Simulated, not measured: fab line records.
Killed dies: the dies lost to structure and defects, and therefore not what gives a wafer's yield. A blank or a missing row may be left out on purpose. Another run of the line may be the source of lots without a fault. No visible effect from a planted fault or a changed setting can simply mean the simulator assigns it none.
Split-lot study || flow n5 finfet || 21 wafers read from 7 lots, route of 1938 steps

ABOUT THE SPLIT
At N5_BEOL_M3_ETCH_70 (etches SOC in N2/H2, target depth 80 nm, overetch 16 nm, time 120 s), the setting source w was moved away from the recipe's 840 W on 7 of the 21 wafers read, by -16.7% to +13.8%. The other wafers ran this setting at the recipe's value.

The reading is taken at the split's own step.

THE READING
rf vpp V, in V, at N5_BEOL_M3_ETCH_70 (etches SOC in N2/H2, target depth 80 nm, overetch 16 nm, time 120 s). A value of 523.2 V with a standard deviation of 3 V is what fault-free wafers of this fab line usually give.

{"wafer": "L079.2", "tool, chamber at the split": "rie diel-02, 0", "source w as run, W": 794.2, "against the recipe": "-5.5%", "rf vpp V, V": 535.0, "against lot-mates on the recipe": "+10.0"}
{"wafer": "L079.4", "tool, chamber at the split": "rie diel-02, 1", "source w as run, W": 840, "against the recipe": "recipe", "rf vpp V, V": 525.0, "against lot-mates on the recipe": "-"}
{"wafer": "L079.5", "tool, chamber at the split": "rie diel-02, 0", "source w as run, W": 794.2, "against the recipe": "-5.5%", "rf vpp V, V": 536.5, "against lot-mates on the recipe": "+11.5"}
{"wafer": "L084.1", "tool, chamber at the split": "rie diel-02, 1", "source w as run, W": 955.9, "against the recipe": "+13.8%", "rf vpp V, V": 503.3, "against lot-mates on the recipe": -22.1}
{"wafer": "L084.4", "tool, chamber at the split": "rie diel-02, 0", "source w as run, W": 840, "against the recipe": "recipe", "rf vpp V, V": 526.2, "against lot-mates on the recipe": "-"}
{"wafer": "L084.6", "tool, chamber at the split": "rie diel-02, 1", "source w as run, W": 840, "against the recipe": "recipe", "rf vpp V, V": 524.6, "against lot-mates on the recipe": "-"}
{"wafer": "L082.2", "tool, chamber at the split": "rie diel-06, 2", "source w as run, W": 840, "against the recipe": "recipe", "rf vpp V, V": 518.4, "against lot-mates on the recipe": "-"}
{"wafer": "L082.4", "tool, chamber at the split": "rie diel-06, 1", "source w as run, W": 840, "against the recipe": "recipe", "rf vpp V, V": 521.9, "against lot-mates on the recipe": "-"}
{"wafer": "L082.5", "tool, chamber at the split": "rie diel-06, 1", "source w as run, W": 767.3, "against the recipe": "-8.7%", "rf vpp V, V": 537.9, "against lot-mates on the recipe": "+17.8"}
{"wafer": "L080.1", "tool, chamber at the split": "rie diel-06, 1", "source w as run, W": 840, "against the recipe": "recipe", "rf vpp V, V": 524.2, "against lot-mates on the recipe": "-"}
{"wafer": "L080.2", "tool, chamber at the split": "rie diel-06, 0", "source w as run, W": 840, "against the recipe": "recipe", "rf vpp V, V": 519.0, "against lot-mates on the recipe": "-"}
{"wafer": "L080.6", "tool, chamber at the split": "rie diel-06, 1", "source w as run, W": 840, "against the recipe": "recipe", "rf vpp V, V": 523.0, "against lot-mates on the recipe": "-"}
{"wafer": "L092.1", "tool, chamber at the split": "rie diel-05, 3", "source w as run, W": 840, "against the recipe": "recipe", "rf vpp V, V": 526.2, "against lot-mates on the recipe": "-"}
{"wafer": "L092.2", "tool, chamber at the split": "rie diel-05, 0", "source w as run, W": 893.5, "against the recipe": "+6.4%", "rf vpp V, V": 511.7, "against lot-mates on the recipe": -13.8}
{"wafer": "L092.5", "tool, chamber at the split": "rie diel-05, 1", "source w as run, W": 840, "against the recipe": "recipe", "rf vpp V, V": 524.9, "against lot-mates on the recipe": "-"}
{"wafer": "L091.1", "tool, chamber at the split": "rie diel-06, 1", "source w as run, W": 840, "against the recipe": "recipe", "rf vpp V, V": 522.1, "against lot-mates on the recipe": "-"}
{"wafer": "L091.3", "tool, chamber at the split": "rie diel-06, 0", "source w as run, W": 699.7, "against the recipe": "-16.7%", "rf vpp V, V": 553.7, "against lot-mates on the recipe": "+31.6"}
{"wafer": "L091.4", "tool, chamber at the split": "rie diel-06, 3", "source w as run, W": 699.7, "against the recipe": "-16.7%", "rf vpp V, V": 555.1, "against lot-mates on the recipe": "+33.0"}
{"wafer": "L097.2", "tool, chamber at the split": "rie diel-05, 0", "source w as run, W": 840, "against the recipe": "recipe", "rf vpp V, V": 523.1, "against lot-mates on the recipe": "-"}
{"wafer": "L097.5", "tool, chamber at the split": "rie diel-05, 1", "source w as run, W": 840, "against the recipe": "recipe", "rf vpp V, V": 523.7, "against lot-mates on the recipe": "-"}
{"wafer": "L097.6", "tool, chamber at the split": "rie diel-05, 2", "source w as run, W": 840, "against the recipe": "recipe", "rf vpp V, V": 520.4, "against lot-mates on the recipe": "-"}

THE FIT
A straight line over all 21 wafers: rf vpp V changes by -1.77 V for each +1% of source w; r = -0.98; the points scatter about the line by 2.5 V.
The same after taking each lot's own level away (the mean of its wafers on the recipe; 21 wafers): -1.88 V for each +1%; r = -0.99; scatter 1.7 V.
On that fit, the largest move of source w shifts the reading by 31 V.
From 520.15 to 525.55 V: that is the span of the lots' own levels, equal to 1.8 times the standard deviation above.
So the lot-to-lot level changes the slope little: the two slopes agree.
Check: with one of the wafers moved furthest among these (-16.7%) left out of the fit, the line predicts +31.7 V for it against its lot-mates. It came out at +31.6 V against them.
Tool readings at the split's step, against how far the setting was moved: rf vpp V r = -0.98.

THE OTHER SPLITS THESE WAFERS WENT THROUGH
Before the reading, these wafers also passed through other splits. Each is held against what the fit with the lots' levels taken away leaves over:
{"other split on the same wafers": "N5_BEOL_M2_EXPOSE_08 dose mj", "wafers away from the commonest value": 8, "r with rf vpp V (lot level and that fit taken away)": -0.14}
{"other split on the same wafers": "N5_BEOL_M2_TRENCH_ETCH_37 bias w", "wafers away from the commonest value": 4, "r with rf vpp V (lot level and that fit taken away)": -0.04}

THE WHOLE CHAIN: every reading that the file lists as answering this split, in the file's order
{"step": "N5_BEOL_M3_ETCH_70", "what it does": "etches SOC in N2/H2, target depth 80 nm, overetch 16 nm, time 120 s", "reading": "rf vpp V", "change (the file's fit)": "-1.86 V for each +1% of the setting", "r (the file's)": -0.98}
{"step": "N5_BEOL_M3_ETCH_70", "what it does": "etches SOC in N2/H2, target depth 80 nm, overetch 16 nm, time 120 s", "reading": "SiARC_of_BEOL_M3_COAT_68.thk nm (the simulator's own value, which no gauge read)", "change (the file's fit)": "-0.0291 nm for each +1% of the setting", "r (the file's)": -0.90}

THE FILE'S OWN FIT
rf vpp V changes by -1.86 V for each +1% of source w, r = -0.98.
